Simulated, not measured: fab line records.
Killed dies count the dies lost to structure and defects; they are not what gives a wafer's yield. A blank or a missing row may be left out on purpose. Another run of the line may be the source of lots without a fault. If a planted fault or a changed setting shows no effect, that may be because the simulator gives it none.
Split-lot trial / flow n5Finfet / route with 1938 steps; 7 lots, 21 wafers read

ON THE SPLIT
At N5_BEOL_M6_ILD_DEP_00 (deposits SiCOH lowk from DEMS/porogen, target thk 179.75 nm, time 33.4 s), the setting timeS was moved away from the recipe's 33.4 s on 4 of the 21 wafers read, by -4.9% to +14.6%. The other wafers ran this setting at the recipe's value.

FROM THE SPLIT TO THE READING: what the file shows between them, 1 step
- N5_BEOL_M6_CURE_74: cures SiCOH lowk, time 240 s

THE READING
M6_ILD_THK in nanometres, read at N5_BEOL_M6_THK_MEAS_01. Typical for fault-free wafers on this fab line: 155.2 nm, with standard deviation 2.3 nm.

wafer=L080.1; tool, chamber at the split=pecvd-01, 2; timeS as run, s=33.4; against the recipe=recipe; M6_ILD_THK, nm=154.8; against lot-mates on the recipe=-
wafer=L080.2; tool, chamber at the split=pecvd-01, 1; timeS as run, s=33.4; against the recipe=recipe; M6_ILD_THK, nm=151.6; against lot-mates on the recipe=-
wafer=L080.3; tool, chamber at the split=pecvd-01, 0; timeS as run, s=33.4; against the recipe=recipe; M6_ILD_THK, nm=150.2; against lot-mates on the recipe=-
wafer=L081.2; tool, chamber at the split=pecvd-01, 0; timeS as run, s=31.76; against the recipe=-4.9%; M6_ILD_THK, nm=146.8; against lot-mates on the recipe=-9.4
wafer=L081.5; tool, chamber at the split=pecvd-01, 1; timeS as run, s=31.76; against the recipe=-4.9%; M6_ILD_THK, nm=147.2; against lot-mates on the recipe=-9.0
wafer=L081.6; tool, chamber at the split=pecvd-01, 0; timeS as run, s=33.4; against the recipe=recipe; M6_ILD_THK, nm=156.2; against lot-mates on the recipe=-
wafer=L084.1; tool, chamber at the split=pecvd-03, 1; timeS as run, s=38.29; against the recipe=+14.6%; M6_ILD_THK, nm=176.9; against lot-mates on the recipe=+20.7
wafer=L084.4; tool, chamber at the split=pecvd-03, 2; timeS as run, s=33.4; against the recipe=recipe; M6_ILD_THK, nm=154.7; against lot-mates on the recipe=-
wafer=L084.6; tool, chamber at the split=pecvd-03, 0; timeS as run, s=33.4; against the recipe=recipe; M6_ILD_THK, nm=157.7; against lot-mates on the recipe=-
wafer=L083.4; tool, chamber at the split=pecvd-01, 2; timeS as run, s=33.4; against the recipe=recipe; M6_ILD_THK, nm=161.5; against lot-mates on the recipe=-
wafer=L083.5; tool, chamber at the split=pecvd-01, 1; timeS as run, s=33.4; against the recipe=recipe; M6_ILD_THK, nm=157.2; against lot-mates on the recipe=-
wafer=L083.6; tool, chamber at the split=pecvd-01, 0; timeS as run, s=33.4; against the recipe=recipe; M6_ILD_THK, nm=158.9; against lot-mates on the recipe=-
wafer=L086.1; tool, chamber at the split=pecvd-03, 0; timeS as run, s=33.4; against the recipe=recipe; M6_ILD_THK, nm=155.5; against lot-mates on the recipe=-
wafer=L086.3; tool, chamber at the split=pecvd-03, 2; timeS as run, s=35.71; against the recipe=+6.9%; M6_ILD_THK, nm=164.2; against lot-mates on the recipe=+8.4
wafer=L086.5; tool, chamber at the split=pecvd-03, 0; timeS as run, s=33.4; against the recipe=recipe; M6_ILD_THK, nm=156.0; against lot-mates on the recipe=-
wafer=L093.2; tool, chamber at the split=pecvd-01, 0; timeS as run, s=33.4; against the recipe=recipe; M6_ILD_THK, nm=155.3; against lot-mates on the recipe=-
wafer=L093.3; tool, chamber at the split=pecvd-01, 2; timeS as run, s=33.4; against the recipe=recipe; M6_ILD_THK, nm=160.3; against lot-mates on the recipe=-
wafer=L093.5; tool, chamber at the split=pecvd-01, 0; timeS as run, s=33.4; against the recipe=recipe; M6_ILD_THK, nm=158.8; against lot-mates on the recipe=-
wafer=L095.3; tool, chamber at the split=pecvd-04, 2; timeS as run, s=33.4; against the recipe=recipe; M6_ILD_THK, nm=154.3; against lot-mates on the recipe=-
wafer=L095.4; tool, chamber at the split=pecvd-04, 0; timeS as run, s=33.4; against the recipe=recipe; M6_ILD_THK, nm=156.5; against lot-mates on the recipe=-
wafer=L095.6; tool, chamber at the split=pecvd-04, 1; timeS as run, s=33.4; against the recipe=recipe; M6_ILD_THK, nm=155.8; against lot-mates on the recipe=-

THE FIT
A straight line over all 21 wafers: M6_ILD_THK changes by +1.46 nm for each +1% of timeS; r = +0.91; the points scatter about the line by 2.7 nm.
The same after taking each lot's own level away (the mean of its wafers on the recipe; 21 wafers): +1.47 nm for each +1%; r = +0.96; scatter 1.6 nm.
The reading moves by 21 nm for the largest change in timeS, on that fit.
The span of the lots' own levels, 152.20 to 159.20 nm, comes to 3.0 times the standard deviation stated above.
Hence the lot-to-lot level has little effect on the slope; both slopes agree.
Check: +22.3 nm against its lot-mates is what the line predicts for one of the wafers moved furthest among these (+14.6%) when that wafer is left out of the fit. It came out at +20.7 nm against them.

OTHER SPLITS ON THESE WAFERS
Note: prior to the reading, these wafers also went through further splits. Each is held against what the fit with the lots' levels taken away leaves over:
other split on the same wafers=N5_BEOL_M3_VIA_ETCH_34 timeS; wafers away from the commonest value=7; r with M6_ILD_THK (lot level and that fit taken away)=+0.16
other split on the same wafers=N5_BEOL_M3_ETCH_41 targetDepthA; wafers away from the commonest value=7; r with M6_ILD_THK (lot level and that fit taken away)=+0.42
other split on the same wafers=N5_BEOL_M4_COAT_67 spinRpm; wafers away from the commonest value=4; r with M6_ILD_THK (lot level and that fit taken away)=+0.00
other split on the same wafers=N5_BEOL_M4_COAT_68 spinRpm; wafers away from the commonest value=7; r with M6_ILD_THK (lot level and that fit taken away)=-0.07
other split on the same wafers=N5_BEOL_M5_PECVD_70 tempC; wafers away from the commonest value=6; r with M6_ILD_THK (lot level and that fit taken away)=-0.16
other split on the same wafers=N5_BEOL_M5_COAT_71 spinRpm; wafers away from the commonest value=7; r with M6_ILD_THK (lot level and that fit taken away)=-0.23

THE WHOLE CHAIN: every reading that the file lists as answering this split, in the file's order
step=N5_BEOL_M6_ILD_DEP_00; what it does=deposits SiCOH lowk from DEMS/porogen, target thk 179.75 nm, time 33.4 s; reading=SiCOH_lowk_of_BEOL_M6_ILD_DEP_00.thkNm (the simulator's own value, which no gauge read); change (the file's fit)=+1.62 nm for each +1% of the setting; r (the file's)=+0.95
step=N5_BEOL_M6_CURE_74; what it does=cures SiCOH lowk, time 240 s; reading=SiCOH_lowk_of_BEOL_M6_ILD_DEP_00.thkNm (the simulator's own value, which no gauge read); change (the file's fit)=+1.41 nm for each +1% of the setting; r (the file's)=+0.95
step=N5_BEOL_M6_THK_MEAS_01; what it does=; reading=M6_ILD_THK; change (the file's fit)=+1.42 for each +1% of the setting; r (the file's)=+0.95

FILE'S OWN FIT
M6_ILD_THK changes by +1.42 nm for each +1% of timeS, r = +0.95.
